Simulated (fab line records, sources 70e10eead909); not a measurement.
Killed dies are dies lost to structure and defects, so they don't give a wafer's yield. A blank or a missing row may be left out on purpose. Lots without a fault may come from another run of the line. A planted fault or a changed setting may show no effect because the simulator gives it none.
Problem report in the 8D (eight disciplines) form, filled by code | flow nand_harc | the parts of the form that need people (team, actions taken, sign-off) are left out

1. THE PROBLEM
killed_dies at NHARC_END_SORT_01 reads a mean of 81 on 6 wafers of 2 lots; wafers without a fault read 28 with a standard deviation of 9.3. That is +5.7 standard deviations from the usual mean.
First seen on wafer L205.1, day 22 10:02, on prober-01. The record holds 11 wafers of 5 lots with a number at this step. Rule for "out", or "out of limits": more than 4 standard deviations from the usual mean. The other wafers with a number count as sound.

2. WHAT IT IS AND WHAT IT IS NOT
question                    | is                           | is not
which readings at this step | killed_dies, killed_at_array | killed_open, killed_short
which lots                  | L205, L207                   | L196, L208, L211
which wafers of those lots  | all that have a number       | -
read on which gauges        | prober-01, prober-02         | -
when                        | from day 22 10:02            | up to then (3 sound wafers); but 2 sound wafers of L208, L211 came after

3. SUSPECTS, AND WHAT RULES EACH OUT
Counting: a tool at a process step up to the reading stays a suspect if it ran every lot that is out and no sound lot after the first of them.
- the gauge at NHARC_END_SORT_01: ruled out. The wafers that are out were read on 2 gauges (prober-01, prober-02).
- pecvd_onon-03 at NHARC_A_ONON_D1_DEP_19 (target thk 1000 nm): kept. It ran every lot that is out, first L205 (day 11 07:06), and no sound lot after that.
- cmp-01 at NHARC_THIN_TSV_CMP_01 (polishes): kept. It ran every lot that is out, first L205 (day 21 20:26), and no sound lot after that.
- pvd_sputter-02 at NHARC_THIN_TSV_PRE_CLEAN_54 (time 30 s): kept. It ran every lot that is out, first L205 (day 22 02:51), and no sound lot after that; its last sound lot up to then is L196 (day 19 22:07).
Left after counting: pecvd_onon-03 at NHARC_A_ONON_D1_DEP_19, cmp-01 at NHARC_THIN_TSV_CMP_01, pvd_sputter-02 at NHARC_THIN_TSV_PRE_CLEAN_54.

4. THE CAUSE (what the simulator had put in)
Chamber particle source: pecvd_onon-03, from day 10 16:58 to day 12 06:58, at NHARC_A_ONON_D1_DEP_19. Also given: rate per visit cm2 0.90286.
Counting left 3 suspects, and this tool is among them.

5. THE CHAIN OF EFFECTS, in route order
Each row: a reading whose mean over the struck wafers that have a number lies more than 3 standard deviations from the usual. Only readings for which the record gives a usual standard deviation are gone through. hours: the time from each lot's start at the first step in this table that gives one to its start at this step, as a median over the lots. sigmas: the change in usual standard deviations.
hours | step              | reading         | usual | on struck wafers | change | sigmas
0     | NHARC_END_SORT_01 | killed_at_array | 24    | 74               | +50    | +5.7
0     | NHARC_END_SORT_01 | killed_dies     | 28    | 81               | +53    | +5.7

6. WHAT WOULD HAVE CAUGHT IT SOONER
In this record the first reading out of limits at a measuring or inspecting step was taken at day 22 10:02, 281 hours after the fault began at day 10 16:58.
All the lots that are out (2) had begun NHARC_A_ONON_D1_DEP_19 on pecvd_onon-03 by day 22 10:02. A hold on the tool at that time would have spared none of them.
